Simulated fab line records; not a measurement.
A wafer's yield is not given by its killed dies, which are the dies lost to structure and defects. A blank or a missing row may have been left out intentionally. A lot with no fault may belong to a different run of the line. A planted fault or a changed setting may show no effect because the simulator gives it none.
A lot that was struck, set against a sound lot ; flow n5_finfet ; 22 steps out of a route of 1938
Sound: these wafers, L438.1, L438.2, L438.6. Struck: wafer L441.2 (left out: L441.4, a lot-mate that was not struck); the cause follows at the end.
For every step that has rows: the tool of each side, followed by ch and its chambers, followed by its first start. Under that, the readings that differ: sound wafers ; struck wafers ; difference of the means ; sigmas: that difference in standard deviations of wafers without a fault.
alike: a reading whose means differ by less than 2 such deviations, as well as words and numbers matching on both sides. not compared: withheld readings; readings where some wafer has no value; bounds like >300 that might hide an equal value; numbers whose values overlap and for which the record gives no deviation.
The two part at a step that has a row with sigmas, a row that says differs or no value, or rows on one side only. Non-overlapping numbers with no deviation appear without sigmas and do not part them. A reading missing from all wafers of one side parts the sides only when that side holds two or more wafers.

N5_WELL_APT_CD_MEAS_08: the cd target is 200 nm.
  sound on cd_sem-03 ch 0, day 3 19:51; struck on cd_sem-03 ch 0, day 4 13:34
  alike: cd_nm
N5_WELL_APT_OVL_MEAS_09:
  sound on overlay-01 ch 0, day 3 19:53; struck on overlay-02 ch 0, day 4 13:36
  alike: NWELL_OVL
N5_WELL_APT_INSPECT_10: inspects for defects (macro).
  sound on defect_inspect-01 at day 3 19:54; struck on defect_inspect-01 at day 4 13:37
  alike: raw_defect_count
N5_WELL_APT_DESCUM_13: chemistry O2, time 7.9 s.
  sound on rie_diel-01 ch 0,1,2, day 3 19:56; struck on rie_diel-05 ch 0, day 4 13:41
  alike: chamber_pressure_mTorr, drypump_motor_current_A, oes_product_au, rf_vpp_V, showerhead_plenum_p_Torr, throttle_valve_pct
  not compared: rf_hours_counter_h
then, 8 steps without rows for these wafers: N5_WELL_APT_IMPLANT_14; N5_WELL_APT_IMPLANT_15; N5_WELL_APT_STRIP_16 (strips in SPM, time 900 s); N5_WELL_APT_HMDS_18 (time 60 s); N5_WELL_APT_COAT_19 (resist thk 950 nm); N5_WELL_APT_EBR_21; N5_WELL_APT_SOFTBAKE_20 (time 60 s); N5_WELL_APT_EXPOSE_22 (exposes mask PWELL, defocus 0 nm, target cd 200 nm).
N5_WELL_APT_PEB_23: peb time 90 s.
  sound on litho_track-01 ch 0, day 3 20:51; struck on litho_track-01 ch 0, day 4 14:38
reading;sound;struck;difference;sigmas
heater_power_total_W (W);173.1 173.0 173.9;184.3;+11.0;+15
then, 2 steps without rows for these wafers: N5_WELL_APT_DEVELOP_24 (develop time 45 s); N5_WELL_APT_HARDBAKE_29 (time 120 s).
N5_WELL_APT_CD_MEAS_25: the cd target is 200 nm.
  sound on cd_sem-01 ch 0, day 3 20:58; struck on cd_sem-03 ch 0, day 4 14:45
reading;sound;struck;difference;sigmas
cd_nm (nm);202.8 199.5 201.8;194.7;-6.7;-4
N5_WELL_APT_OVL_MEAS_26:
  sound on overlay-02 ch 0, day 3 21:00; struck on overlay-02 ch 0, day 4 14:47
  alike: PWELL_OVL
N5_WELL_APT_INSPECT_27: inspects for defects (macro).
  sound on defect_inspect-02 at day 3 21:01; struck on defect_inspect-01 at day 4 14:49
  alike: raw_defect_count
N5_WELL_APT_DESCUM_30: chemistry O2, time 7.9 s.
  sound on rie_diel-05 ch 0,1,3, day 3 21:04; struck on rie_diel-01 ch 2, day 4 14:50
reading;sound;struck;difference;sigmas
oes_product_au (a.u.);0.71 0.74 0.68;0.92;+0.21;+2
model.WELL_APT.cd_nm (nm);202.5 199.5 201.5;194.6;-6.6;
  alike: chamber_pressure_mTorr, drypump_motor_current_A, rf_vpp_V, showerhead_plenum_p_Torr, throttle_valve_pct
  not compared: rf_hours_counter_h
following that, these wafers have no rows for 1 step: N5_WELL_APT_IMPLANT_31.
-- here the record skips 9 days between the struck wafers' starts before and after, leaving off in module WELL_APT and picking up in module BEOL_M4 (first step shown: number 1111 of the route) --
N5_BEOL_M4_RC_MEAS_101:
  sound on prober-02 ch 0, day 10 03:08; struck on prober-01 ch 0, day 13 11:49
reading;sound;struck;difference;sigmas
IOFF_N (nA/um);0.19 0.12 0.14;0.22;+0.07;+2
VT_N (mV);247 250 251;243;-6;-2
  alike: DIBL_N, DIBL_P, IOFF_P, ION_N, ION_P, SS_N, SS_P, VT_P
-- the record jumps here: 5 days lie between the struck wafers' starts before and after (it left off in module BEOL_M4 and takes up again in module PASSIVATION, whose first step shown is number 1936 of the route) --
N5_PASSIVATION_PROBE_49:
  sound on prober-01 at day 13 17:28; struck on prober-01 at day 18 02:32
reading;sound;struck;difference;sigmas
killed_at_M0_to_M3;25;48;+23;+2
killed_at_other;10;0;-10;-4
killed_short;55;37;-18;-2
  alike: defect_limited_yield, killed_at_M4_up, killed_at_contacts, killed_at_front_end, killed_dies, killed_open, sort_bin_5_function, sort_bin_6_memory, sort_n_pass, sort_yield_pct

== WHERE THEY PART ==
Last at N5_PASSIVATION_PROBE_49 as far as this record goes, first at N5_WELL_APT_PEB_23.

WHY: the cause the simulator had injected
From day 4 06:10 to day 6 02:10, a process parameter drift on litho_track-01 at N5_WELL_APT_PEB_23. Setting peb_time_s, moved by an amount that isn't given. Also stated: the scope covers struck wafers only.
